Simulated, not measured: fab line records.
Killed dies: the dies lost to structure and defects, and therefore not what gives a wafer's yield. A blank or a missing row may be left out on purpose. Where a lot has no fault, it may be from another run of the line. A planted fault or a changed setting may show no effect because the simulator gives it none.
What tool caused it? | flow n5-finfet | Sampling: 24 lots, 72 wafers, 6 of 1938 route steps

WHAT EACH GAUGE READ, for each wafer
N5_BEOL_M7_RS_MEAS_57: uses a four-point probe to measure.
lot  | measured     | on            | M7_RS (ohm/sq)
L074 | day 10 06:36 | film-metro-02 | 0.269 0.278 0.274
L076 | day 10 19:25 | film-metro-02 | 0.301 0.298 0.291
L075 | day 10 20:39 | film-metro-01 | 0.296 0.295 0.303
L078 | day 11 17:29 | film-metro-02 | 0.289 0.288 0.289
L077 | day 11 18:00 | film-metro-01 | 0.283 0.273 0.275
L079 | day 11 18:08 | film-metro-01 | 0.284 0.287 0.282
L081 | day 11 18:22 | film-metro-01 | 0.285 0.288 0.280
L080 | day 11 21:43 | film-metro-01 | 0.287 0.290 0.289
L083 | day 12 22:04 | film-metro-02 | 0.287 0.285 0.281
L082 | day 13 05:06 | film-metro-02 | 0.276 0.278 0.282
L084 | day 13 09:56 | film-metro-02 | 0.283 0.288 0.286
L086 | day 13 16:42 | film-metro-01 | 0.279 0.289 0.290
L085 | day 13 17:07 | film-metro-02 | 0.277 0.277 0.275
L089 | day 13 22:52 | film-metro-02 | 0.280 0.289 0.276
L087 | day 13 23:12 | film-metro-01 | 0.272 0.273 0.283
L088 | day 14 14:31 | film-metro-02 | 0.280 0.281 0.280
L091 | day 14 17:10 | film-metro-02 | 0.286 0.278 0.276
L090 | day 14 17:26 | film-metro-02 | 0.292 0.290 0.290
L092 | day 14 22:35 | film-metro-01 | 0.292 0.272 0.286
L093 | day 14 23:11 | film-metro-02 | 0.281 0.279 0.286
L094 | day 15 12:19 | film-metro-01 | 0.292 0.276 0.289
L095 | day 16 09:55 | film-metro-02 | 0.294 0.298 0.301
L096 | day 16 12:18 | film-metro-01 | 0.274 0.288 0.284
L097 | day 16 16:09 | film-metro-01 | 0.280 0.279 0.290

N5_BEOL_M8_CD_MEAS_18: pitch 80 nm, target cd 40 nm.
lot  | measured     | on        | cd-nm (nm)
L074 | day 10 10:52 | cd-sem-02 | 39.8 39.7 39.1
L076 | day 11 01:45 | cd-sem-01 | 40.5 40.3 40.0
L075 | day 11 02:24 | cd-sem-02 | 40.1 40.0 39.9
L078 | day 11 20:48 | cd-sem-03 | 40.0 40.8 40.2
L077 | day 11 21:06 | cd-sem-01 | 39.1 39.1 39.5
L079 | day 11 21:14 | cd-sem-03 | 40.2 40.0 40.7
L081 | day 11 21:14 | cd-sem-01 | 39.3 39.2 39.3
L080 | day 12 02:17 | cd-sem-03 | 40.2 40.5 40.0
L083 | day 13 03:07 | cd-sem-01 | 40.4 39.8 39.9
L082 | day 13 07:46 | cd-sem-03 | 39.8 40.3 40.6
L084 | day 13 12:38 | cd-sem-03 | 39.1 39.7 39.9
L086 | day 13 19:13 | cd-sem-01 | 40.0 40.1 40.3
L085 | day 13 19:23 | cd-sem-02 | 40.6 40.4 40.5
L089 | day 14 00:49 | cd-sem-03 | 40.7 40.1 40.6
L087 | day 14 03:21 | cd-sem-01 | 40.0 39.4 39.3
L088 | day 14 18:23 | cd-sem-02 | 40.2 40.4 40.4
L091 | day 14 20:48 | cd-sem-03 | 40.5 40.0 40.0
L090 | day 14 21:12 | cd-sem-01 | 39.7 38.9 39.2
L092 | day 15 02:21 | cd-sem-03 | 39.5 39.7 40.1
L093 | day 15 02:23 | cd-sem-02 | 40.1 41.0 40.8
L094 | day 15 16:39 | cd-sem-01 | 40.4 39.7 39.7
L095 | day 16 12:04 | cd-sem-01 | 40.2 40.4 40.1
L096 | day 16 14:35 | cd-sem-01 | 39.8 40.0 40.0
L097 | day 17 05:59 | cd-sem-03 | 40.6 40.9 40.3

N5_BEOL_M8_CD_MEAS_28: target cd 40 nm.
lot  | measured     | on        | cd-nm (nm)
L074 | day 10 12:44 | cd-sem-03 | 39.92 39.75 40.09
L076 | day 11 03:58 | cd-sem-03 | 39.96 39.86 40.49
L075 | day 11 03:53 | cd-sem-02 | 39.95 40.02 40.33
L078 | day 12 00:47 | cd-sem-01 | 39.92 40.09 39.94
L077 | day 12 01:31 | cd-sem-02 | 40.40 40.18 40.38
L079 | day 12 01:20 | cd-sem-02 | 39.81 39.98 39.37
L081 | day 12 00:57 | cd-sem-01 | 40.17 40.03 39.65
L080 | day 12 03:21 | cd-sem-02 | 39.99 40.09 40.13
L083 | day 13 03:41 | cd-sem-03 | 39.88 39.85 39.98
L082 | day 13 10:16 | cd-sem-02 | 40.33 40.09 40.07
L084 | day 13 13:04 | cd-sem-01 | 40.30 40.23 40.23
L086 | day 13 19:39 | cd-sem-03 | 40.07 40.22 40.19
L085 | day 13 19:54 | cd-sem-03 | 39.85 40.06 39.93
L089 | day 14 01:47 | cd-sem-03 | 39.73 39.92 39.85
L087 | day 14 04:02 | cd-sem-02 | 39.75 39.53 39.84
L088 | day 14 18:56 | cd-sem-02 | 39.83 39.83 39.90
L091 | day 14 21:16 | cd-sem-03 | 39.78 40.09 39.66
L090 | day 14 21:47 | cd-sem-02 | 39.68 39.91 39.88
L092 | day 15 03:52 | cd-sem-03 | 39.95 40.23 39.98
L093 | day 15 03:55 | cd-sem-01 | 40.21 40.01 39.95
L094 | day 15 18:35 | cd-sem-01 | 39.58 40.17 39.83
L095 | day 16 13:31 | cd-sem-01 | 39.95 40.15 40.24
L096 | day 16 15:47 | cd-sem-02 | 40.20 40.63 39.76
L097 | day 17 06:19 | cd-sem-02 | 39.83 39.93 40.02

EACH LOT AND THE TOOL THAT RAN IT (in order: tool; ch and the chambers of the sampled wafers; start)
lot  | N5_BEOL_M7_SPUTTER_48        | N5_BEOL_M8_PECVD_70             | N5_BEOL_M8_HM_DEP_02
L074 | pvd-sputter-03, day 10 05:39 | pecvd-04 ch 1,2, day 10 07:46   | pvd-sputter-02, day 10 09:44
L076 | pvd-sputter-02, day 10 18:29 | pecvd-01 ch 0,1,2, day 10 20:35 | pvd-sputter-02, day 11 00:37
L075 | pvd-sputter-01, day 10 19:35 | pecvd-04 ch 0,2, day 10 21:49   | pvd-sputter-02, day 11 01:09
L078 | pvd-sputter-01, day 11 16:04 | pecvd-01 ch 0,1,2, day 11 18:10 | pvd-sputter-01, day 11 19:17
L077 | pvd-sputter-02, day 11 16:24 | pecvd-02 ch 0,2, day 11 18:41   | pvd-sputter-01, day 11 19:29
L079 | pvd-sputter-02, day 11 16:29 | pecvd-04 ch 0,1,2, day 11 18:50 | pvd-sputter-01, day 11 19:35
L081 | pvd-sputter-01, day 11 16:59 | pecvd-02 ch 0,1, day 11 19:03   | pvd-sputter-01, day 11 19:41
L080 | pvd-sputter-03, day 11 20:47 | pecvd-04 ch 0,1,2, day 11 22:23 | pvd-sputter-01, day 12 00:53
L083 | pvd-sputter-03, day 12 20:48 | pecvd-01 ch 0,1,2, day 12 22:46 | pvd-sputter-03, day 13 02:11
L082 | pvd-sputter-02, day 13 03:51 | pecvd-02 ch 0,2, day 13 05:48   | pvd-sputter-01, day 13 06:50
L084 | pvd-sputter-03, day 13 08:26 | pecvd-01 ch 0,2, day 13 10:47   | pvd-sputter-01, day 13 10:58
L086 | pvd-sputter-01, day 13 15:46 | pecvd-04 ch 1,2, day 13 17:23   | pvd-sputter-03, day 13 18:10
L085 | pvd-sputter-03, day 13 16:07 | pecvd-01 ch 1,2, day 13 17:47   | pvd-sputter-03, day 13 18:16
L089 | pvd-sputter-02, day 13 21:56 | pecvd-04 ch 0,1,2, day 13 23:34 | pvd-sputter-02, day 13 23:46
L087 | pvd-sputter-02, day 13 22:14 | pecvd-01 ch 0,1,2, day 13 23:54 | pvd-sputter-02, day 14 02:02
L088 | pvd-sputter-02, day 14 13:35 | pecvd-04 ch 0,1, day 14 15:16   | pvd-sputter-01, day 14 16:34
L091 | pvd-sputter-02, day 14 15:46 | pecvd-04 ch 1,2, day 14 17:51   | pvd-sputter-01, day 14 19:45
L090 | pvd-sputter-01, day 14 16:29 | pecvd-02 ch 0,1, day 14 18:07   | pvd-sputter-01, day 14 19:51
L092 | pvd-sputter-01, day 14 21:29 | pecvd-04 ch 0,1,2, day 14 23:15 | pvd-sputter-01, day 15 00:31
L093 | pvd-sputter-01, day 14 22:14 | pecvd-04 ch 0,1, day 15 00:21   | pvd-sputter-02, day 15 00:38
L094 | pvd-sputter-02, day 15 11:11 | pecvd-01 ch 0,1, day 15 12:59   | pvd-sputter-01, day 15 15:22
L095 | pvd-sputter-01, day 16 08:53 | pecvd-04 ch 0,1,2, day 16 10:36 | pvd-sputter-01, day 16 10:55
L096 | pvd-sputter-01, day 16 11:20 | pecvd-02 ch 1,2, day 16 13:00   | pvd-sputter-03, day 16 13:24
L097 | pvd-sputter-03, day 16 15:12 | pecvd-04 ch 0,1,2, day 16 16:49 | pvd-sputter-02, day 16 17:01
- N5_BEOL_M7_SPUTTER_48: material Cu, target thk 10 nm, time 1.667 s.
- N5_BEOL_M8_PECVD_70: deposits SiO2 from TEOS/O2, target thk 20 nm, time 22.7 s.
- N5_BEOL_M8_HM_DEP_02: deposits TiN, target thk 20 nm.

WHAT THE TOOLS THEMSELVES READ (means of the sampled wafers that have a number; where no wafer has one, the mark that the record gives instead)
N5_BEOL_M7_SPUTTER_48.
lot  | tool           | substrate-temp-c (C) | throttle-valve-pct (%)
L074 | pvd-sputter-03 | -19.98               | 29.6
L076 | pvd-sputter-02 | -20.05               | 30.0
L075 | pvd-sputter-01 | -19.96               | 30.9
L078 | pvd-sputter-01 | -19.90               | 31.3
L077 | pvd-sputter-02 | -20.07               | 30.7
L079 | pvd-sputter-02 | -19.88               | 30.4
L081 | pvd-sputter-01 | -20.02               | 30.5
L080 | pvd-sputter-03 | -19.98               | 30.2
L083 | pvd-sputter-03 | -20.07               | 30.1
L082 | pvd-sputter-02 | -20.07               | 30.3
L084 | pvd-sputter-03 | -20.03               | 30.0
L086 | pvd-sputter-01 | -19.94               | 30.7
L085 | pvd-sputter-03 | -20.03               | 30.5
L089 | pvd-sputter-02 | -20.01               | 30.3
L087 | pvd-sputter-02 | -20.02               | 30.3
L088 | pvd-sputter-02 | -20.09               | 30.3
L091 | pvd-sputter-02 | -20.08               | 30.4
L090 | pvd-sputter-01 | -20.09               | 30.7
L092 | pvd-sputter-01 | -20.03               | 31.4
L093 | pvd-sputter-01 | -19.98               | 31.0
L094 | pvd-sputter-02 | -20.01               | 30.4
L095 | pvd-sputter-01 | -20.02               | 31.2
L096 | pvd-sputter-01 | -20.03               | 31.5
L097 | pvd-sputter-03 | -19.99               | 30.1

N5_BEOL_M8_PECVD_70.
lot  | tool     | heater-power-w (W) | showerhead-plenum-p-Torr (Torr) | throttle-valve-pct (%)
L074 | pecvd-04 | 721                | 8.77                            | 21.8
L076 | pecvd-01 | 666                | 8.79                            | 23.0
L075 | pecvd-04 | 684                | 8.81                            | 23.1
L078 | pecvd-01 | 673                | 8.78                            | 23.1
L077 | pecvd-02 | 715                | 8.76                            | 22.1
L079 | pecvd-04 | 715                | 8.79                            | 22.5
L081 | pecvd-02 | 765                | 8.82                            | 21.8
L080 | pecvd-04 | 676                | 8.78                            | 22.5
L083 | pecvd-01 | 656                | 8.78                            | 23.2
L082 | pecvd-02 | 721                | 8.80                            | 22.1
L084 | pecvd-01 | 642                | 8.80                            | 21.6
L086 | pecvd-04 | 658                | 8.77                            | 22.0
L085 | pecvd-01 | 689                | 8.76                            | 24.2
L089 | pecvd-04 | 735                | 8.77                            | 22.6
L087 | pecvd-01 | 664                | 8.78                            | 23.2
L088 | pecvd-04 | 643                | 8.80                            | 21.8
L091 | pecvd-04 | 739                | 8.77                            | 22.0
L090 | pecvd-02 | 731                | 8.78                            | 21.9
L092 | pecvd-04 | 665                | 8.78                            | 22.6
L093 | pecvd-04 | 692                | 8.81                            | 21.9
L094 | pecvd-01 | 689                | 8.75                            | 24.0
L095 | pecvd-04 | 723                | 8.78                            | 22.5
L096 | pecvd-02 | 585                | 8.77                            | 22.5
L097 | pecvd-04 | 696                | 8.78                            | 22.5

N5_BEOL_M8_HM_DEP_02.
lot  | tool           | substrate-temp-c (C) | throttle-valve-pct (%)
L074 | pvd-sputter-02 | 25.02                | 30.0
L076 | pvd-sputter-02 | 25.01                | 30.0
L075 | pvd-sputter-02 | 24.88                | 30.3
L078 | pvd-sputter-01 | 24.99                | 31.3
L077 | pvd-sputter-01 | 24.98                | 31.3
L079 | pvd-sputter-01 | 24.96                | 31.3
L081 | pvd-sputter-01 | 25.03                | 30.9
L080 | pvd-sputter-01 | 25.01                | 30.9
L083 | pvd-sputter-03 | 25.05                | 30.1
L082 | pvd-sputter-01 | 24.93                | 31.3
L084 | pvd-sputter-01 | 24.99                | 31.5
L086 | pvd-sputter-03 | 25.01                | 29.8
L085 | pvd-sputter-03 | 25.03                | 30.4
L089 | pvd-sputter-02 | 25.11                | 30.0
L087 | pvd-sputter-02 | 25.02                | 30.3
L088 | pvd-sputter-01 | 25.04                | 30.9
L091 | pvd-sputter-01 | 25.00                | 31.2
L090 | pvd-sputter-01 | 25.00                | 31.6
L092 | pvd-sputter-01 | 25.03                | 31.1
L093 | pvd-sputter-02 | 24.93                | 30.3
L094 | pvd-sputter-01 | 24.96                | 31.1
L095 | pvd-sputter-01 | 24.92                | 30.7
L096 | pvd-sputter-03 | 25.00                | 29.8
L097 | pvd-sputter-02 | 24.88                | 30.0

THE ANSWER, worked out from the rows above alone
Rule: the usual values come from the lots themselves. The widest of any qualifying gaps counts: lots, ordered by their means at a reading, are off when they make up no more than a third of the lots, leave a main group of 4 or more, and stand apart from it by 3 or more times the standard deviation of that group's means. A main group is skipped when, at the precision printed for the reading in the tables above, its means are all equal. Also off: a lot with no number at a reading for which 4 or more lots have one. Where the step has rows for the other lots, those lots are counted as sound. After the gauges, taken in route order, come the tools' own readings; for these a lot's mean is taken, as printed above. At the first step where some lot is off, the reading lying furthest off is the one used; lots without a number count as furthest.
No lot is off at any reading shown: from this, nothing can be told.

WHAT THE SIMULATOR HAD PUT IN
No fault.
